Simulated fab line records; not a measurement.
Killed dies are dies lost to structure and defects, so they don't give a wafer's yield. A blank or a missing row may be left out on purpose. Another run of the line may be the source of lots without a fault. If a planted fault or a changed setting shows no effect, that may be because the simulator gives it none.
Code-filled problem report in 8D (eight disciplines) form	flow nand harc	the parts of the form that need people (team, actions taken, sign-off) are left out

== 1. THE ISSUE ==
Wafers without a fault read 26, standard deviation 10; killed at array at NHARC_END_SORT_01 reads a mean of 674 on 2 wafers belonging to 2 lots. That puts it +65 standard deviations away from the usual mean.
First observed at day 21 23:09: wafer L445.6, on prober-02. The record holds 21 wafers of 7 lots with a number at this step. The rule behind "out" and "out of limits": a value lying over 4 standard deviations away from the usual mean. The other wafers with a number count as sound.

== 2. WHAT IT IS, WHAT IT ISN'T ==
question	is	is not
which readings at this step	killed at array, killed dies	killed at other, killed at periphery, killed open, killed short
which lots	L445, L446	L436, L440, L441, L443, L444
which wafers of those lots	L445.6, L446.2	L445.4, L445.5, L446.3, L446.5
read on which gauges	prober-01, prober-02	-
when	from day 21 23:09	up to then (17 sound wafers); but 2 sound wafers of L446 came after

== 3. SUSPECTS, AND WHAT RULES EACH OUT ==
Counting: any tool at a process step up to the reading remains a suspect provided it ran every lot that is out. Sound lots after the first of them don't rule it out here, since some wafers of a struck lot are sound.
- the gauge at NHARC_END_SORT_01: ruled out. Those wafers that are out were read across 2 gauges (prober-01, prober-02).
- pecvd-02 at NHARC_A_CHANNEL_HOLE_D1_DEP_01 (deposits SiON, target thk 140 nm): kept. It processed each lot that is out (first: L446, day 10 23:42); up to then, its last sound lot is L444 (day 10 10:49).
- plasma asher-01 at NHARC_THIN_TSV_STRIP_45 (strips in O2): kept. It processed each lot that is out (first: L445, day 21 02:56); up to then, its last sound lot is L443 (day 20 21:25).
- pvd sputter-01 at NHARC_THIN_TSV_PVD_19 (deposits TaN, target thk 20 nm): kept. It processed each lot that is out (first: L445, day 21 07:43); up to then, its last sound lot is L443 (day 21 02:28). Because NHARC_THIN_TSV_PVD_19 lacks a start for some lots, the hours and order of its lots are taken from NHARC_THIN_TSV_DESCUM_35.
Left after counting: pecvd-02 at NHARC_A_CHANNEL_HOLE_D1_DEP_01, plasma asher-01 at NHARC_THIN_TSV_STRIP_45, pvd sputter-01 at NHARC_THIN_TSV_PVD_19.

== 4. THE CAUSE (what the simulator had put in) ==
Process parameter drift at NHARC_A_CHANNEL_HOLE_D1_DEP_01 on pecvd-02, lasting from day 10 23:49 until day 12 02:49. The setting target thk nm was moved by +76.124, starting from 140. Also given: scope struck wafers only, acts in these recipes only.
Of the 3 suspects that counting leaves, this tool is one.

== 5. SEQUENCE OF EFFECTS, ordered by route ==
One row per reading whose mean, taken over the struck wafers that have a number, lies over 3 standard deviations from the usual. Scope: only readings with a usual standard deviation given in the record; hours: median across lots of the time from each lot's start at the first step in this table that gives one to its start at this step; sigmas: change in usual standard deviations.
hours	step	reading	usual	on struck wafers	change	sigmas
0	NHARC_END_SORT_01	killed at array	26	674	+648	+65
0	NHARC_END_SORT_01	killed dies	29	677	+648	+59

== 6. HOW IT WOULD HAVE BEEN CAUGHT EARLIER ==
The first out-of-limits reading at a measuring or inspecting step in this record came at day 21 23:09, 263 hours after the fault's start at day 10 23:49.
Tool readings at NHARC_A_CHANNEL_HOLE_D1_DEP_01 with a usual standard deviation given in the record: none out on any struck wafer, hence no alarm at a limit of 4 standard deviations on them.
By day 21 23:09 the whole set of lots that are out, 2 in number, had already begun NHARC_A_CHANNEL_HOLE_D1_DEP_01 on pecvd-02. None of them would have been spared by holding the tool at that moment.
